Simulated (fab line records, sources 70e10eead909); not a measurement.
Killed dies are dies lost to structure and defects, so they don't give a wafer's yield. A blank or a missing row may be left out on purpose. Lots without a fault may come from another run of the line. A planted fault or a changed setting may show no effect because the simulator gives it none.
fab line records | flow nand_harc
record lots=5 wafers=15 last_day=31
route steps=1302 shown A_ONON_D1@428
lots that met no fault: from a run of the same line without faults
start_h: hours from the record's first day to the start of the lot's first wafer shown | wait_h: hours since the lot's step before | " the same as in the row above | L1.1+2: a row that stands for several wafers | - no value, or no start given | * or withheld: withheld | < > ~ a bound
route shown NAME@n: a module of which the file shows steps, and the number in the route of the first | usual: mean/standard deviation of fault-free wafers | same: alike in all rows | chamber/n: place in a boat | sites: the reading at each site | _std_site: their standard deviation | _edge_site: outer sites' mean less inner sites' | radius_mm: how far each site lies from the wafer's centre | mask NAME#n: copy n | behind: the tool/chamber that last shaped the wafer | hold: why the lot was held/for how many hours/how that ended | device: the transistor (n, p or np) that didn't switch | end of line: the same wafers' tests at the end of the route | a step without rows: its recipe alone | killed: dies lost to structure and defects at the first sort, not the wafer's yield | map: a wafer's dies, x killed, . not, _ none there
set.NAME: the setting as run; set.NAME@STEP: as run at that earlier step | model.NAME: the simulator's own value behind a step, which no gauge read
lots at some steps of the route; a table a step, a row a wafer
services: from which hour (start_h, from the record's first day; less than 0 if before it) a tool's chamber was out of use, for how many hours, and why
## steps
# step NHARC_A_ONON_D1_DEP_06
# recipe target_thk_a=10000 n2_flow_sccm=2750 n2o_flow_sccm=2000 nh3_flow_sccm=500 sih4_flow_sccm=210 temp_c=400
# step NHARC_A_ONON_D1_THK_MEAS_08
# recipe thk_meas_gauge=ellipsometry
# usual thk_nm=1001/11
# columns lot.wafer tool chamber start_h wait_h thk_nm
L508.1 film_metro-01 - 184.48 - 1012
L508.2 " - " " 1011
L508.5 " - " " 1011
L512.1 film_metro-01 - 213.16 - 997
L512.4 " - " " 994
L512.6 " - " " 996
L517.2 film_metro-01 - 270.84 - 1012
L517.5 " - " " 1013
L517.6 " - " " 1011
L521.2 film_metro-01 - 307.67 - 1014
L521.4 " - " " 1014
L521.6 " - " " 1016
L523.2 film_metro-02 - 333.99 - 979
L523.3 " - " " 976
L523.6 " - " " 978
# step NHARC_A_ONON_D1_DEP_09
# recipe target_thk_a=10000 n2_flow_sccm=2750 n2o_flow_sccm=2000 nh3_flow_sccm=500 sih4_flow_sccm=210 temp_c=400
# step NHARC_A_ONON_D1_THK_MEAS_11
# recipe thk_meas_gauge=ellipsometry
# usual thk_nm=1001/9.1
# columns lot.wafer tool chamber start_h wait_h thk_nm
L508.1 film_metro-01 - 185.05 - 999
L508.2 " - " " 997
L508.5 " - " " 997
L512.1 film_metro-02 - 213.72 - 998
L512.4 " - " " 1000
L512.6 " - " " 998
L517.2 film_metro-01 - 271.41 - 996
L517.5 " - " " 997
L517.6 " - " " 998
L521.2 film_metro-01 - 308.24 - 1003
L521.4 " - " " 1001
L521.6 " - " " 1001
L523.2 film_metro-01 - 334.56 - 996
L523.3 " - " " 994
L523.6 " - " " 998
# step NHARC_A_ONON_D1_DEP_12
# recipe target_thk_a=10000 n2_flow_sccm=2750 n2o_flow_sccm=2000 nh3_flow_sccm=500 sih4_flow_sccm=210 temp_c=400
# step NHARC_A_ONON_D1_THK_MEAS_14
# recipe thk_meas_gauge=ellipsometry
# usual thk_nm=1001/10
# columns lot.wafer tool chamber start_h wait_h thk_nm
L508.1 film_metro-02 - 185.62 - 1002
L508.2 " - " " 1001
L508.5 " - " " 1004
L512.1 film_metro-01 - 214.29 - 988
L512.4 " - " " 987
L512.6 " - " " 989
L517.2 film_metro-01 - 271.98 - 1023
L517.5 " - " " 1026
L517.6 " - " " 1026
L521.2 film_metro-01 - 308.95 - 1007
L521.4 " - " " 1004
L521.6 " - " " 1004
L523.2 film_metro-01 - 335.12 - 998
L523.3 " - " " 996
L523.6 " - " " 997
# step NHARC_A_ONON_D1_ANNEAL_15
# recipe temp_c=750 time_s=3600
# step NHARC_A_ONON_D1_DEP_16
# recipe target_thk_a=10000 n2_flow_sccm=2750 n2o_flow_sccm=2000 nh3_flow_sccm=500 sih4_flow_sccm=210 temp_c=400
# step NHARC_A_ONON_D1_THK_MEAS_18
# recipe thk_meas_gauge=ellipsometry
# usual thk_nm=1000/10
# columns lot.wafer tool chamber start_h wait_h thk_nm
L508.1 film_metro-02 - 193.74 - 992
L508.2 " - " " 992
L508.5 " - " " 993
L512.1 film_metro-02 - 222.13 - 987
L512.4 " - " " 991
L512.6 " - " " 991
L517.2 film_metro-02 - 279.76 - 997
L517.5 " - " " 998
L517.6 " - " " 999
L521.2 film_metro-02 - 320.56 - 994
L521.4 " - " " 995
L521.6 " - " " 993
L523.2 film_metro-01 - 343.00 - 979
L523.3 " - " " 980
L523.6 " - " " 979
# step NHARC_A_ONON_D1_DEP_19
# recipe target_thk_a=10000 n2_flow_sccm=2750 n2o_flow_sccm=2000 nh3_flow_sccm=500 sih4_flow_sccm=210 temp_c=400
# step NHARC_A_ONON_D1_THK_MEAS_21
# recipe thk_meas_gauge=ellipsometry
# usual thk_nm=1002/10
# columns lot.wafer tool chamber start_h wait_h thk_nm
L508.1 film_metro-01 - 194.44 - 984
L508.2 " - " " 983
L508.5 " - " " 983
L512.1 film_metro-02 - 222.70 - 990
L512.4 " - " " 992
L512.6 " - " " 991
L517.2 film_metro-01 - 280.33 - 1003
L517.5 " - " " 1001
L517.6 " - " " 1000
L521.2 film_metro-01 - 321.12 - 999
L521.4 " - " " 1000
L521.6 " - " " 998
L523.2 film_metro-02 - 343.57 - 998
L523.3 " - " " 998
L523.6 " - " " 999
# step NHARC_A_ONON_D1_DEP_22
# recipe target_thk_a=10000 n2_flow_sccm=2750 n2o_flow_sccm=2000 nh3_flow_sccm=500 sih4_flow_sccm=210 temp_c=400
# columns lot.wafer tool chamber start_h wait_h
L508.1+2+5 pecvd_onon-03 0 194.63 0.2
L512.1+4+6 pecvd_onon-01 0 222.76 0.1
L517.2+5+6 pecvd_onon-02 0 280.44 0.1
L521.2+4+6 pecvd_onon-03 0 321.23 0.1
L523.2+3+6 pecvd_onon-03 0 343.69 0.1
# step NHARC_A_ONON_D1_THK_MEAS_24
# recipe thk_meas_gauge=ellipsometry
# usual thk_nm=1000/9.3
# columns lot.wafer tool chamber start_h wait_h thk_nm
L508.1 film_metro-01 - 195.14 - 538
L508.2 " - " " 540
L508.5 " - " " 1013
L512.1 film_metro-02 - 223.27 - 1005
L512.4 " - " " 1007
L512.6 " - " " 1007
L517.2 film_metro-02 - 280.90 - 1018
L517.5 " - " " 1021
L517.6 " - " " 1020
L521.2 film_metro-01 - 321.69 - 987
L521.4 " - " " 984
L521.6 " - " " 984
L523.2 film_metro-02 - 344.14 - 997
L523.3 " - " " 997
L523.6 " - " " 996
# step NHARC_A_ONON_D1_DEP_25
# recipe target_thk_a=10000 n2_flow_sccm=2750 n2o_flow_sccm=2000 nh3_flow_sccm=500 sih4_flow_sccm=210 temp_c=400
## services
# columns tool chamber start_h hours kind
pecvd_onon-02 - 185.00 13.0 pm
pecvd_onon-03 - 227.06 13.0 pm
pecvd_onon-01 - 269.04 13.0 pm
## key
first_sign step=NHARC_A_ONON_D1_THK_MEAS_24 reading=thk_nm direction=down sigmas=49 usual=1000 struck=539
effect none on later readings
met_at NHARC_A_ONON_D1_DEP_22
struck_wafers L508.1,L508.2
later_rows_left_out L508.1,L508.2
sort_left_out L508.1,L508.2
tester_left_out L508
fault kind=process_parameter_drift tool=pecvd_onon-03 chamber=- onset_h=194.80 steps=NHARC_A_ONON_D1_DEP_22 channel=target_thk_a offset=* shape=step end_h=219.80 scope=struck_wafers_only acts_in=* stated=*
# tester_left_out: of these lots the tester's yield and bins aren't shown, on N5 and GAA mostly nor the transistor test; their killed dies are dies lost to structure and defects alone, not to doping, threshold or leakage, so they don't give the yield
# sort_left_out: the simulated sort isn't trusted on such a fault, so these wafers' sort isn't shown, and their yield isn't known
# later_rows_left_out: the simulator's readings of these wafers behind a module that went badly wrong aren't trusted and aren't shown, but for the sort
